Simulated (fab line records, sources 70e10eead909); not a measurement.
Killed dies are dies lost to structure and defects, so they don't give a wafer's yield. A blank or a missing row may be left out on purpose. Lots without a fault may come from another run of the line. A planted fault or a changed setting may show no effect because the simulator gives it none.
fab line records | flow nand_harc
record lots=13 wafers=39 last_day=23
route steps=1159 shown P_M0@268 A_M1@1058 THIN_TSV@1130 END@1159
lots that met no fault: from a run of the same line without faults
start_h: hours from the record's first day to the start of the lot's first wafer shown | wait_h: hours since the lot's step before | " the same as in the row above | L1.1+2: a row that stands for several wafers | - no value, or no start given | * or withheld: withheld | < > ~ a bound
route shown NAME@n: a module of which the file shows steps, and the number in the route of the first | usual: mean/standard deviation of fault-free wafers | same: alike in all rows | chamber/n: place in a boat | sites: the reading at each site | _std_site: their standard deviation | _edge_site: outer sites' mean less inner sites' | radius_mm: how far each site lies from the wafer's centre | mask NAME#n: copy n | behind: the tool/chamber that last shaped the wafer | hold: why the lot was held/for how many hours/how that ended | device: the transistor (n, p or np) that didn't switch | end of line: the same wafers' tests at the end of the route | a step without rows: its recipe alone | killed: dies lost to structure and defects at the first sort, not the wafer's yield | map: a wafer's dies, x killed, . not, _ none there
set.NAME: the setting as run; set.NAME@STEP: as run at that earlier step | model.NAME: the simulator's own value behind a step, which no gauge read
steps of the route over a sample of lots; a table a step, a row a wafer
services: from which hour (start_h, from the record's first day; less than 0 if before it) a tool's chamber was out of use, for how many hours, and why
## steps
# step NHARC_P_M0_ETCH_15
# recipe target_depth_a=1500 overetch_a=150 time_s=82.5 c4f8_flow_sccm=withheld ar_flow_sccm=400 rf_w=600 bias_w=300 chemistry=C4F8/Ar
# usual oes_product_au=0.954/0.021 rf_vpp_V=440.4/2.8
# columns lot.wafer tool chamber start_h wait_h oes_product_au rf_hours_counter_h rf_vpp_V
L926.1 rie_diel-05 0 111.13 - 0.916 8 436.9
L926.3 " 1 " " 0.917 9 437.2
L926.5 " 3 " " 0.932 - 442.1
L929.3 rie_diel-09 1 133.21 - 0.957 4 438.5
L929.4 " 2 " " 0.974 3 439.3
L929.5 " 3 " " 0.978 - 444.8
L930.2 rie_diel-09 1 133.74 - 0.981 4 437.8
L930.5 " 0 " " 0.976 - 444.4
L930.6 " 1 " " 0.985 - 439.4
L932.2 rie_diel-09 3 151.17 - 0.973 5 443.9
L932.1 " 0 " " 0.959 5 444.4
L932.6 " 1 " " 0.966 - 438.1
L931.1 rie_diel-05 0 153.30 - 0.927 10 439.8
L931.4 " 1 " " 0.921 10 437.7
L931.6 " 2 " " 0.930 - 440.6
L934.4 rie_diel-02 2 161.32 - 0.982 0 442.5
L934.3 " 0 " " 0.969 0 441.4
L934.6 " 3 " " 0.955 - 437.9
L935.4 rie_diel-09 3 161.47 - 0.957 6 443.5
L935.3 " 0 " " 0.946 6 444.7
L935.6 " 0 " " 0.944 - 445.3
L938.2 rie_diel-09 0 190.60 - 0.950 8 444.4
L938.5 " 2 " " 0.957 - 438.0
L938.4 " 1 " " 0.938 - 439.6
L939.3 rie_diel-09 0 195.58 - 0.956 8 443.5
L939.2 " 2 " " 0.973 7 438.6
L939.1 " 3 " " 0.968 7 443.8
L940.2 rie_diel-09 3 209.16 - 0.933 8 444.2
L940.6 " 0 " " 0.933 - 442.9
L940.5 " 1 " " 0.921 - 438.8
L942.4 rie_diel-02 0 214.19 - 0.955 5 440.9
L942.2 " 1 " " 0.937 5 437.4
L942.1 " 2 " " 0.936 3 443.8
L944.4 rie_diel-09 1 216.65 - 0.974 9 437.1
L944.1 " 2 " " 0.994 8 438.2
L944.2 " 3 " " 0.962 8 445.0
L945.3 rie_diel-09 3 223.71 - 0.970 9 443.4
L945.2 " 1 " " 0.963 10 439.2
L945.1 " 2 " " 0.970 9 439.0
# step NHARC_A_M1_DEP_33
# recipe target_thk_a=300 temp_c=370 target_thk_nm=30 pressure_torr=3 flow_sccm=200 rf_w=450 material=SiCN
# usual heater_power_w=552/110 showerhead_vpp_V=1349/44
# columns lot.wafer tool chamber start_h wait_h heater_power_w showerhead_vpp_V
L926.3 pecvd-02 2 408.94 0.1 657 1410
L926.1 " 0 " " 419 1441
L926.5 " 1 " " 459 1317
L930.2 pecvd-01 2 412.01 0.1 661 1288
L930.6 " 0 " " 482 1364
L930.5 " 1 " " 588 1349
L929.3 pecvd-03 1 413.53 0.1 724 1339
L929.4 " 0 " " 436 1340
L929.5 " 1 " " 717 1344
L931.1 pecvd-02 0 431.04 0.1 401 1413
L931.4 " 0 " " 390 1431
L931.6 " 2 " " 696 1409
L932.2 pecvd-03 2 443.11 0.1 496 1351
L932.1 " 1 " " 686 1334
L932.6 " 1 " " 662 1333
L935.3 pecvd-02 2 448.38 0.1 650 1405
L935.6 " 1 " " 440 1322
L935.4 " 0 " " 397 1421
L934.3 pecvd-03 2 454.62 0.1 452 1346
L934.6 " 0 " " 466 1339
L934.4 " 1 " " 750 1333
L939.3 pecvd-02 1 475.71 0.1 387 1324
L939.1 " 2 " " 687 1409
L939.2 " 0 " " 379 1422
L938.2 pecvd-01 2 478.29 0.1 624 1263
L938.5 " 0 " " 495 1378
L938.4 " 1 " " 530 1325
L940.2 pecvd-02 0 489.49 0.1 388 1413
L940.6 " 2 " " 662 1414
L940.5 " 0 " " 383 1456
L942.2 pecvd-03 0 498.15 0.1 451 1335
L942.1 " 1 " " 700 1359
L942.4 " 1 " " 690 1318
L944.2 pecvd-02 1 508.60 0.1 420 1309
L944.1 " 0 " " 438 1424
L944.4 " 2 " " 628 1400
L945.3 pecvd-03 2 512.15 0.1 581 1353
L945.2 " 0 " " 449 1325
L945.1 " 1 " " 706 1337
# step NHARC_THIN_TSV_PVD_51
# recipe target_thk_a=1000 chamber_pressure_pa=5 material=Cu
# usual throttle_valve_pct=29.9/0.87
# columns lot.wafer tool chamber start_h wait_h throttle_valve_pct
L926.1 pvd_sputter-01 - - - 29.9
L926.3 " - " " 30.9
L926.5 " - " " 30.0
L930.2 pvd_sputter-01 - - - 30.0
L930.6 " - " " 29.9
L930.5 " - " " 29.8
L929.4 pvd_sputter-02 - - - 29.2
L929.3 " - " " 29.2
L929.5 " - " " 29.2
L931.1 pvd_sputter-01 - - - 31.0
L931.4 " - " " 30.2
L931.6 " - " " 30.2
L932.2 pvd_sputter-02 - - - 28.8
L932.1 " - " " 30.3
L932.6 " - " " 29.2
L935.4 pvd_sputter-02 - - - 29.1
L935.3 " - " " 29.2
L935.6 " - " " 28.7
L934.4 pvd_sputter-03 - - - 30.3
L934.3 " - " " 29.6
L934.6 " - " " 29.0
L939.2 pvd_sputter-02 - - - 32.2
L939.3 " - " " 29.3
L939.1 " - " " 28.8
L938.2 pvd_sputter-02 - - - 30.0
L938.4 " - " " 32.2
L938.5 " - " " 30.1
L940.2 pvd_sputter-01 - - - 30.8
L940.6 " - " " 29.8
L940.5 " - " " 30.9
L942.4 pvd_sputter-02 - - - 30.2
L942.1 " - " " 32.0
L942.2 " - " " 29.0
L945.3 pvd_sputter-03 - - - 30.1
L945.1 " - " " 28.8
L945.2 " - " " 29.9
L944.1 pvd_sputter-01 - - - 30.2
L944.4 " - " " 29.8
L944.2 " - " " 29.5
# step NHARC_THIN_TSV_PRE_CLEAN_54
# recipe time_s=30 temp_c=280 gas=H2/He
# usual heater_power_w=422/37
# columns lot.wafer tool chamber start_h wait_h heater_power_w
L926.1 pvd_sputter-02 - 455.23 0.1 431
L926.3 " - " " 422
L926.5 " - " " 431
L930.2 pvd_sputter-02 - 456.86 0.1 442
L930.6 " - " " 438
L930.5 " - " " 441
L929.3 pvd_sputter-01 - 460.17 0.0 374
L929.4 " - " " 444
L929.5 " - " " 448
L931.1 pvd_sputter-01 - 461.31 0.0 378
L931.4 " - " " 367
L931.6 " - " " 449
L932.2 pvd_sputter-01 - 465.83 0.1 366
L932.1 " - " " 392
L932.6 " - " " 355
L935.3 pvd_sputter-02 - 474.19 0.1 431
L935.4 " - " " 432
L935.6 " - " " 437
L934.3 pvd_sputter-03 - 481.97 0.1 472
L934.4 " - " " 466
L934.6 " - " " 369
L939.1 pvd_sputter-03 - 499.97 0.1 476
L939.2 " - " " 381
L939.3 " - " " 463
L938.4 pvd_sputter-01 - 500.82 0.1 388
L938.2 " - " " 388
L938.5 " - " " 360
L940.2 pvd_sputter-01 - 511.52 0.1 452
L940.5 " - " " 364
L940.6 " - " " 396
L942.2 pvd_sputter-02 - 521.00 0.1 430
L942.1 " - " " 440
L942.4 " - " " 460
L945.1 pvd_sputter-02 - 531.52 0.0 455
L945.3 " - " " 436
L945.2 " - " " 433
L944.1 pvd_sputter-03 - 532.74 0.1 372
L944.4 " - " " 462
L944.2 " - " " 470
# step NHARC_END_SORT_01
# recipe temp_c=25
# usual defect_limited_yield=95.2/1.6 killed_at_array=28/11 killed_at_other=0.8/1.3 killed_at_periphery=3.6/2.5 killed_dies=32/11 killed_open=3.0/1.8 killed_short=2.0/1.5 sort_bin_2_pct=1.5/0.66 sort_bin_3_pct=0.25/0.23 sort_bin_4_pct=3.0/1.1 sort_n_pass=645/11 sort_rim_yield_pct=96.0/2.9 sort_yield_pct=95.2/1.6
# same gross_dies=677 sort_bin_5_pct[%]=0 sort_bin_6_pct[%]=0 sort_bin_7_pct[%]=0 sort_bin_8_pct[%]=0 sort_rim_n_gross=106.00
# columns lot.wafer tool chamber start_h wait_h defect_limited_yield[%] killed_at_array killed_at_other killed_at_periphery killed_dies killed_open killed_short sort_bin_2_pct[%] sort_bin_3_pct[%] sort_bin_4_pct[%] sort_n_pass sort_rim_yield_pct[%] sort_yield_pct[%]
L932.1 prober-01 0 485.23 2.5 95.0 29 2 3 34 1 4 0.9 0.44 3.7 643 94.3 95.0
L932.2 prober-01 0 486.03 2.8 94.2 34 1 4 39 4 2 1.6 0 4.1 638 92.5 94.2
L932.6 prober-01 0 489.23 4.0 95.6 28 0 2 30 5 0 1.2 0.44 2.8 647 97.2 95.6
L935.3 prober-02 0 502.29 3.1 92.8 35 5 9 49 8 0 3.2 0.44 3.5 628 88.7 92.8
L935.4 prober-02 0 503.09 3.4 93.8 36 0 6 42 5 1 2.2 0.44 3.5 635 98.1 93.8
L935.6 prober-02 0 504.70 4.0 93.2 37 0 9 46 4 2 2.7 0.15 4.0 631 92.5 93.2
L934.3 prober-01 0 502.46 3.1 96.2 22 1 3 26 1 0 1.3 0 2.5 651 98.1 96.2
L934.4 prober-01 0 503.27 3.4 96.5 18 0 6 24 2 3 1.0 0.44 2.1 653 98.1 96.5
L934.6 prober-01 0 504.88 4.0 95.4 26 0 5 31 3 2 1.3 0.44 2.8 646 97.2 95.4
L939.1 prober-02 0 516.33 2.5 94.4 37 0 1 38 2 3 1.2 0.30 4.1 639 96.2 94.4
L939.2 prober-02 0 517.14 2.8 95.1 33 0 0 33 0 2 1.0 0.15 3.7 644 93.4 95.1
L939.3 prober-02 0 517.95 3.1 96.0 26 0 1 27 2 0 1.0 0.15 2.8 650 100.0 96.0
L942.1 prober-01 0 531.18 2.5 94.5 35 0 2 37 4 4 1.5 0.30 3.7 640 98.1 94.5
L942.2 prober-01 0 531.99 2.8 94.7 31 0 5 36 6 0 1.5 0.30 3.5 641 91.5 94.7
L942.4 prober-01 0 533.61 3.4 96.2 25 0 1 26 3 4 1.3 0 2.5 651 91.5 96.2
L944.1 prober-02 0 540.03 2.5 82.0 22 4 96 122 8 1 9.5 3.99 4.6 555 95.3 82.0
L944.2 prober-02 0 540.82 2.8 81.7 18 1 105 124 1 0 7.2 4.58 6.5 553 96.2 81.7
L944.4 prober-02 0 542.39 3.4 84.5 5 4 96 105 0 2 6.8 4.28 4.4 572 99.1 84.5
L945.1 prober-02 0 547.74 2.5 79.6 46 1 91 138 4 5 8.9 3.99 7.5 539 91.5 79.6
L945.2 prober-02 0 548.55 2.8 79.8 37 4 96 137 2 4 8.7 3.55 8.0 540 90.6 79.8
L945.3 prober-02 0 549.35 3.1 79.6 42 4 92 138 5 1 8.7 4.43 7.2 539 91.5 79.6
# killed by level:class
L932.1 A_CHANNEL_HOLE_D1:chamber_film_flake=16 A_SLIT:chamber_film_flake=9 A_ONON_D1:geometric_particle:short=2 THIN_TSV:chamber_film_flake=2 P_CONTACT:geometric_particle:open=1 P_M0:geometric_particle:short=1 A_CONTACT:geometric_particle:short=1 P_GATE:chamber_film_flake=1
L932.2 A_CHANNEL_HOLE_D1:chamber_film_flake=14 A_SLIT:chamber_film_flake=14 P_GATE:geometric_particle:open=1 P_CONTACT:geometric_particle:open=1 A_WL_FILL:geometric_particle:short=1 A_CONTACT:geometric_particle:short=1 A_CONTACT:geometric_particle:open=1 A_M1:geometric_particle:open=1
L932.6 A_SLIT:chamber_film_flake=15 A_CHANNEL_HOLE_D1:chamber_film_flake=9 A_CHANNEL_FILL_D1:geometric_particle:open=2 P_CONTACT:geometric_particle:open=1 P_M0:geometric_particle:open=1 A_CHANNEL_HOLE_D1:geometric_particle:open=1 A_CONTACT:chamber_film_flake=1
L935.3 A_CONTACT:chamber_film_flake=11 A_CHANNEL_HOLE_D1:chamber_film_flake=10 THIN_TSV:chamber_film_flake=4 P_GATE:chamber_film_flake=3 A_M0:chamber_film_flake=3 A_SGD_CUT:geometric_particle:open=2 P_BONDPAD:chamber_film_flake=2 A_STAIRCASE:chamber_film_flake=2
L934.3 A_SLIT:chamber_film_flake=17 A_CHANNEL_HOLE_D1:chamber_film_flake=4 P_M1:geometric_particle:open=1 P_ZERO_WELL:chamber_film_flake=1 P_M0:chamber_film_flake=1 A_STAIRCASE:chamber_film_flake=1 THIN_TSV:chamber_film_flake=1
L935.4 A_CHANNEL_HOLE_D1:chamber_film_flake=15 A_CONTACT:chamber_film_flake=7 A_STAIRCASE:chamber_film_flake=3 A_CONTACT:geometric_particle:open=2 A_ZERO_WELL:chamber_film_flake=2 A_WL_FILL:chamber_film_flake=2 A_M0:chamber_film_flake=2 P_GATE:geometric_particle:open=1
L934.4 A_SLIT:chamber_film_flake=8 A_CHANNEL_HOLE_D1:chamber_film_flake=7 P_M1:geometric_particle:short=2 P_M0:chamber_film_flake=2 P_GATE:geometric_particle:open=1 A_WL_FILL:geometric_particle:short=1 A_WL_FILL:geometric_particle:open=1 P_ZERO_WELL:chamber_film_flake=1
L935.6 A_CHANNEL_HOLE_D1:chamber_film_flake=13 A_CONTACT:chamber_film_flake=11 P_STI:chamber_film_flake=4 P_GATE:chamber_film_flake=4 A_WL_FILL:chamber_film_flake=3 A_SGD_CUT:chamber_film_flake=3 A_ONON_D1:geometric_particle:open=2 P_M0:geometric_particle:short=1
L934.6 A_SLIT:chamber_film_flake=15 A_CHANNEL_HOLE_D1:chamber_film_flake=4 P_M0:chamber_film_flake=3 A_STAIRCASE:chamber_film_flake=3 P_M1:geometric_particle:open=1 A_ONON_D1:geometric_particle:short=1 A_CHANNEL_FILL_D1:geometric_particle:open=1 A_WL_FILL:geometric_particle:short=1
L939.1 A_SLIT:chamber_film_flake=14 A_STAIRCASE:chamber_film_flake=8 A_CHANNEL_HOLE_D1:chamber_film_flake=5 A_CONTACT:chamber_film_flake=4 A_WL_FILL:geometric_particle:short=2 P_M1:geometric_particle:short=1 A_CHANNEL_FILL_D1:geometric_particle:open=1 A_CONTACT:geometric_particle:open=1
L939.2 A_SLIT:chamber_film_flake=14 A_CONTACT:chamber_film_flake=6 A_STAIRCASE:chamber_film_flake=4 A_WL_FILL:chamber_film_flake=4 A_CHANNEL_HOLE_D1:chamber_film_flake=3 A_WL_FILL:geometric_particle:short=1 A_BLC:geometric_particle:short=1
L939.3 A_SLIT:chamber_film_flake=16 A_CHANNEL_HOLE_D1:chamber_film_flake=3 A_CONTACT:chamber_film_flake=3 A_STAIRCASE:chamber_film_flake=2 A_ONON_D1:geometric_particle:open=1 A_CONTACT:geometric_particle:open=1 P_BONDPAD:chamber_film_flake=1
L942.1 A_CHANNEL_HOLE_D1:chamber_film_flake=20 A_STAIRCASE:chamber_film_flake=3 A_CONTACT:geometric_particle:short=2 A_CONTACT:chamber_film_flake=2 A_M1:chamber_film_flake=2 P_GATE:geometric_particle:short=1 P_GATE:geometric_particle:open=1 A_SOURCE_PLATE:geometric_particle:open=1
L942.2 A_CHANNEL_HOLE_D1:chamber_film_flake=12 A_STAIRCASE:chamber_film_flake=5 A_CONTACT:chamber_film_flake=5 A_WL_FILL:geometric_particle:open=4 P_GATE:chamber_film_flake=2 P_M1:chamber_film_flake=2 A_WL_FILL:chamber_film_flake=2 A_ONON_D1:geometric_particle:open=1
L942.4 A_CHANNEL_HOLE_D1:chamber_film_flake=12 A_WL_FILL:geometric_particle:short=2 A_STAIRCASE:chamber_film_flake=2 A_WL_FILL:chamber_film_flake=2 A_CONTACT:chamber_film_flake=2 A_SOURCE_PLATE:geometric_particle:open=1 A_CHANNEL_FILL_D1:geometric_particle:short=1 A_SGD_CUT:geometric_particle:open=1
L944.1 P_M0:unspecified=88 A_CHANNEL_HOLE_D1:chamber_film_flake=7 P_M2:chamber_film_flake=5 A_STAIRCASE:chamber_film_flake=5 THIN_TSV:chamber_film_flake=4 A_CONTACT:geometric_particle:open=2 A_M0:geometric_particle:open=2 P_ZERO_WELL:chamber_film_flake=2
L944.2 P_M0:unspecified=95 A_CHANNEL_HOLE_D1:chamber_film_flake=10 P_M2:chamber_film_flake=4 P_ZERO_WELL:chamber_film_flake=3 P_GATE:chamber_film_flake=2 A_CHANNEL_FILL_D1:chamber_film_flake=2 A_WL_FILL:chamber_film_flake=2 A_CONTACT:chamber_film_flake=2
L944.4 P_M0:unspecified=89 P_M2:chamber_film_flake=5 THIN_TSV:chamber_film_flake=4 A_CHANNEL_HOLE_D1:chamber_film_flake=4 P_CONTACT:geometric_particle:short=1 P_M0:geometric_particle:short=1 A_STAIRCASE:chamber_film_flake=1
L945.1 P_M0:unspecified=85 A_CHANNEL_HOLE_D1:chamber_film_flake=19 A_SLIT:chamber_film_flake=14 P_GATE:chamber_film_flake=3 A_CONTACT:chamber_film_flake=3 P_CONTACT:geometric_particle:short=2 A_CONTACT:geometric_particle:open=2 A_M0:geometric_particle:short=2
L945.2 P_M0:unspecified=89 A_SLIT:chamber_film_flake=17 A_CHANNEL_HOLE_D1:chamber_film_flake=11 THIN_TSV:chamber_film_flake=4 P_GATE:chamber_film_flake=3 P_M2:chamber_film_flake=3 A_CHANNEL_FILL_D1:geometric_particle:short=2 A_STAIRCASE:chamber_film_flake=2
L945.3 P_M0:unspecified=86 A_SLIT:chamber_film_flake=19 A_CHANNEL_HOLE_D1:chamber_film_flake=13 P_GATE:chamber_film_flake=4 THIN_TSV:chamber_film_flake=4 A_WL_FILL:chamber_film_flake=3 A_CONTACT:geometric_particle:open=2 A_STAIRCASE:chamber_film_flake=2
## services
# columns tool chamber start_h hours kind
rie_diel-09 2 118.57 4.9 repair
pvd_sputter-01 - 152.11 2.6 repair
pvd_sputter-01 - 158.00 10.0 pm
rie_diel-09 3 178.54 15.0 repair
pvd_sputter-02 - 206.14 3.0 repair
pvd_sputter-02 - 214.00 10.0 pm
rie_diel-09 0 223.01 9.5 repair
rie_diel-09 - 254.13 9.0 pm
pvd_sputter-02 - 260.91 2.1 repair
pvd_sputter-01 - 285.84 1.5 repair
rie_diel-09 1 288.73 10.5 repair
pvd_sputter-01 - 299.79 1.5 repair
rie_diel-09 1 305.33 8.9 repair
pvd_sputter-01 - 331.34 1.7 repair
pvd_sputter-01 - 336.00 10.0 pm
rie_diel-09 - 337.12 0.5 repair
pvd_sputter-01 - 357.46 15.6 repair
rie_diel-09 2 363.04 7.2 repair
pvd_sputter-02 - 392.00 10.0 pm
rie_diel-09 3 428.29 8.4 repair
rie_diel-09 - 431.13 9.0 pm
rie_diel-09 2 467.11 20.8 repair
pvd_sputter-02 - 477.55 1.4 repair
pvd_sputter-01 - 514.00 10.0 pm
## key
first_sign step=NHARC_END_SORT_01 reading=killed_at_periphery direction=up sigmas=37 usual=3.6 struck=96
effect step=NHARC_END_SORT_01 reading=killed_dies direction=up sigmas=8.6 usual=32 struck=127
more_kills_born_at NHARC_P_M0_ETCH_15@rie_diel-09=532
met_at NHARC_P_M0_ETCH_15
struck_lots L944,L945
not_acting_at NHARC_A_M1_DEP_33,NHARC_THIN_TSV_PVD_51,NHARC_THIN_TSV_PRE_CLEAN_54
onset_between 209.16 216.65
also_fits time
fault kind=chamber_particle_source tool=rie_diel-09 chamber=- onset_h=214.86 steps=NHARC_P_M0_ETCH_15 rate_per_visit_cm2=1.0151 end_h=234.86
